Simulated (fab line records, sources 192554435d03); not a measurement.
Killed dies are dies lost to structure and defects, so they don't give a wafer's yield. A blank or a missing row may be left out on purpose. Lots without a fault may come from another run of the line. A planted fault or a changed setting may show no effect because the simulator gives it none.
Split-lot experiment | flow n5_finfet | 7 lots, 21 wafers read, on a route of 1938 steps

THE SPLIT
At N5_FIN_SAQP_HM_DEP_03 (deposits SiNx from SiH4/NH3/N2, target thk 38 nm, time 33.6 s), the setting time_s was moved away from the recipe's 33.6 s on 6 of the 21 wafers read, by -6.0% to +13.4%. The other wafers ran this setting at the recipe's value.

FROM THE SPLIT TO THE READING: what the file shows between them, 14 steps
- N5_FIN_SAQP_THK_MEAS_05
- N5_FIN_SAQP_HM_DEP_72: deposits SiO2 from SiH4/N2O, target thk 12 nm, time 7.2 s (also split here: time_s)
- N5_FIN_SAQP_COAT_49: time 60 s, resist thk 100 nm
- N5_FIN_SAQP_COAT_50: time 60 s, resist thk 35 nm
- N5_FIN_SAQP_ETCH_52: etches SOC in N2/H2, target depth 100 nm, overetch 20 nm, time 150 s
- N5_FIN_SAQP_STRIP_53: strips in N2/H2
- N5_FIN_SAQP_HM_OPEN_73: chemistry CHF3/O2, target SiO2, stops on a-Si, target depth 12 nm, time 16.8 s
- N5_FIN_SAQP_STRIP_74: strips in CHF3/O2
- N5_FIN_SAQP_MANDREL_ETCH_22: etches a-Si in HBr/Cl2, stops on SiNx, target depth 60 nm, bt time 10 s, time 30 s
- N5_FIN_SAQP_MANDREL2_REMOVE_60: chemistry HBr/Cl2/O2, target a-Si, stops on SiNx, bt time 10 s
- N5_FIN_SAQP_HM_OPEN_33: chemistry CH3F/O2, target SiNx, target depth 49.4 nm, time 70.6 s
- N5_FIN_SAQP_ETCH_34: etches SiO2 in C4F6/O2, target depth 45 nm, time 15 s
- N5_FIN_SAQP_STRIP_77: strips in N2/H2, time 90 s
- N5_FIN_SAQP_PRECLEAN_38: cleans in O3/DIW, time 45 s

THE READING
SiNx_of_FIN_SAQP_HM_DEP_03.thk_nm (the simulator's own value, which no gauge read), in nm, at N5_FIN_SAQP_PRECLEAN_45 (cleans in dHF, time 10 s). The file gives no usual value for it. The 15 wafers here that ran the recipe average 21.0 nm, standard deviation 0.55 nm.

wafer  | tool, chamber at the split | time_s as run, s | against the recipe | SiNx_of_FIN_SAQP_HM_DEP_03.thk_nm, nm | against lot-mates on the recipe
L075.1 | pecvd-03, 2                | 33.6             | recipe             | 20.6                                  | -
L075.3 | pecvd-03, 1                | 33.6             | recipe             | 21.2                                  | -
L075.4 | pecvd-03, 1                | 38.1             | +13.4%             | 26.6                                  | +5.7
L083.1 | pecvd-02, 2                | 31.69            | -5.7%              | 18.8                                  | -2.8
L083.2 | pecvd-02, 1                | 31.69            | -5.7%              | 18.6                                  | -3.0
L083.6 | pecvd-02, 2                | 33.6             | recipe             | 21.6                                  | -
L084.3 | pecvd-03, 1                | 33.6             | recipe             | 20.8                                  | -
L084.4 | pecvd-03, 1                | 33.6             | recipe             | 22.4                                  | -
L084.6 | pecvd-03, 0                | 33.6             | recipe             | 21.6                                  | -
L089.1 | pecvd-02, 0                | 33.6             | recipe             | 20.6                                  | -
L089.2 | pecvd-02, 2                | 33.6             | recipe             | 20.8                                  | -
L089.4 | pecvd-02, 2                | 36.68            | +9.2%              | 24.6                                  | +3.9
L091.4 | pecvd-04, 0                | 33.6             | recipe             | 20.4                                  | -
L091.5 | pecvd-04, 1                | 33.6             | recipe             | 21.2                                  | -
L091.6 | pecvd-04, 0                | 33.6             | recipe             | 20.6                                  | -
L095.3 | pecvd-02, 1                | 33.6             | recipe             | 20.8                                  | -
L095.4 | pecvd-02, 1                | 31.6             | -6.0%              | 19.6                                  | -1.2
L095.5 | pecvd-02, 0                | 31.6             | -6.0%              | 19.4                                  | -1.4
L097.2 | pecvd-03, 0                | 33.6             | recipe             | 20.2                                  | -
L097.4 | pecvd-03, 1                | 33.6             | recipe             | 21.2                                  | -
L097.5 | pecvd-03, 2                | 33.6             | recipe             | 20.6                                  | -

THE FIT
A straight line over all 21 wafers: SiNx_of_FIN_SAQP_HM_DEP_03.thk_nm changes by +0.381 nm for each +1% of time_s; r = +0.95; the points scatter about the line by 0.56 nm.
The same after taking each lot's own level away (the mean of its wafers on the recipe; 21 wafers): +0.403 nm for each +1%; r = +0.96; scatter 0.54 nm.
On that fit, the largest move of time_s shifts the reading by 5.4 nm.
The lots' own levels span 20.67 to 21.60 nm, that is 1.7 times the standard deviation above.
So the lot-to-lot level changes the slope little: the two slopes agree.
Check: with one of the wafers moved furthest among these (+13.4%) left out of the fit, the line predicts +5.23 nm for it against its lot-mates. It came out at +5.7 nm against them.

OTHER SPLITS ON THESE WAFERS
These wafers also went through other splits before the reading. Each is held against what the fit with the lots' levels taken away leaves over:
other split on the same wafers | wafers away from the commonest value | r with SiNx_of_FIN_SAQP_HM_DEP_03.thk_nm (lot level and that fit taken away)
N5_WELL_APT_EXPOSE_05 dose_mj  | 7                                    | -0.23
N5_WELL_APT_DESCUM_13 time_s   | 4                                    | +0.08
N5_FIN_SAQP_HM_DEP_72 time_s   | 7                                    | -0.06

THE WHOLE CHAIN: every reading that the file lists as answering this split, in the file's order
step                    | what it does                                                      | reading                                                                            | change (the file's fit)               | r (the file's)
N5_FIN_SAQP_HM_DEP_03   | deposits SiNx from SiH4/NH3/N2, target thk 38 nm, time 33.6 s     | SiNx_of_FIN_SAQP_HM_DEP_03.thk_nm (the simulator's own value, which no gauge read) | +0.434 nm for each +1% of the setting | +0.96
N5_FIN_SAQP_THK_MEAS_05 |                                                                   | thk_nm                                                                             | withheld for each +1% of the setting  | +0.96
N5_FIN_SAQP_HM_OPEN_33  | chemistry CH3F/O2, target SiNx, target depth 49.4 nm, time 70.6 s | etch_rf_on_time_s                                                                  | withheld for each +1% of the setting  | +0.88
N5_FIN_SAQP_HM_OPEN_33  | chemistry CH3F/O2, target SiNx, target depth 49.4 nm, time 70.6 s | etch.depth_nm (the simulator's own value, which no gauge read)                     | +0.428 nm for each +1% of the setting | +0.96
N5_FIN_SAQP_ETCH_34     | etches SiO2 in C4F6/O2, target depth 45 nm, time 15 s             | SiNx_of_FIN_SAQP_HM_DEP_03.thk_nm (the simulator's own value, which no gauge read) | +0.424 nm for each +1% of the setting | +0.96
N5_FIN_SAQP_PRECLEAN_45 | cleans in dHF, time 10 s                                          | SiNx_of_FIN_SAQP_HM_DEP_03.thk_nm (the simulator's own value, which no gauge read) | +0.412 nm for each +1% of the setting | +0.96

THE FILE'S OWN FIT
SiNx_of_FIN_SAQP_HM_DEP_03.thk_nm changes by +0.412 nm for each +1% of time_s, r = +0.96.
